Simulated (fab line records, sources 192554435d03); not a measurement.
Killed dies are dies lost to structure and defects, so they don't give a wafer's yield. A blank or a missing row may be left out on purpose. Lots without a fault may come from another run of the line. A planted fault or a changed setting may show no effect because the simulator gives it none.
Problem report in the 8D (eight disciplines) form, filled by code | flow n5_finfet | the parts of the form that need people (team, actions taken, sign-off) are left out

1. THE PROBLEM
spin_speed_rpm at N5_DUMMY_GATE_COAT_09 reads a mean of 1466.2 rpm on 9 wafers of 3 lots; wafers without a fault read 1499.8 rpm with a standard deviation of 1.1. That is -31 standard deviations from the usual mean.
The step: resist thk 30 nm.
First seen on wafer L514.1, day 5 10:08, on litho_track-04. The record holds 21 wafers of 7 lots with a number at this step. Rule for "out", or "out of limits": more than 4 standard deviations from the usual mean. The other wafers with a number count as sound.

2. WHAT IT IS AND WHAT IT IS NOT
question                    | is                     | is not
which readings at this step | spin_speed_rpm         | exhaust_pa
which lots                  | L514, L516, L517       | L508, L509, L522, L523
which wafers of those lots  | all that have a number | -
read on which tools         | litho_track-04         | litho_track-01, litho_track-02
when                        | from day 5 10:08       | up to then (6 sound wafers); but 6 sound wafers of L522, L523 came after

3. SUSPECTS, AND WHAT RULES EACH OUT
Counting: a tool at a process step up to the reading stays a suspect if it ran every lot that is out and no sound lot after the first of them.
- litho_track-04 at N5_DUMMY_GATE_COAT_09 (resist thk 30 nm): kept. It ran every lot that is out, first L514 (day 5 10:08), and no sound lot after that; its last sound lot up to then is L508 (day 4 00:13). Its own readings are out on those wafers: spin_speed_rpm.
Left after counting: litho_track-04 at N5_DUMMY_GATE_COAT_09.

4. THE CAUSE (what the simulator had put in)
Process parameter drift: litho_track-04, from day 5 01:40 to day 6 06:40, at N5_DUMMY_GATE_COAT_09. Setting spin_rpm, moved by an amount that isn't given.
Counting left only this tool.

5. THE CHAIN OF EFFECTS, in route order
Each row: a reading whose mean over the struck wafers that have a number lies more than 3 standard deviations from the usual. Only readings for which the record gives a usual standard deviation are gone through. hours: the time from each lot's start at the first step in this table that gives one to its start at this step, as a median over the lots. sigmas: the change in usual standard deviations.
hours | step                  | reading        | usual      | on struck wafers | change | sigmas
0     | N5_DUMMY_GATE_COAT_09 | spin_speed_rpm | 1499.8 rpm | 1466.2           | -33.6  | -31
The process steps in it:
- N5_DUMMY_GATE_COAT_09: resist thk 30 nm.
Later measuring or inspecting steps at which every struck wafer that the step has a row for has a number for every such reading, and none has moved that far: N5_DUMMY_GATE_CD_MEAS_15, N5_DUMMY_GATE_OVL_MEAS_16, N5_DUMMY_GATE_INSPECT_17, N5_BEOL_M4_RC_MEAS_101.

6. WHAT WOULD HAVE CAUGHT IT SOONER
In this record the first reading out of limits was taken at day 5 10:08, 8 hours after the fault began at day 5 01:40.
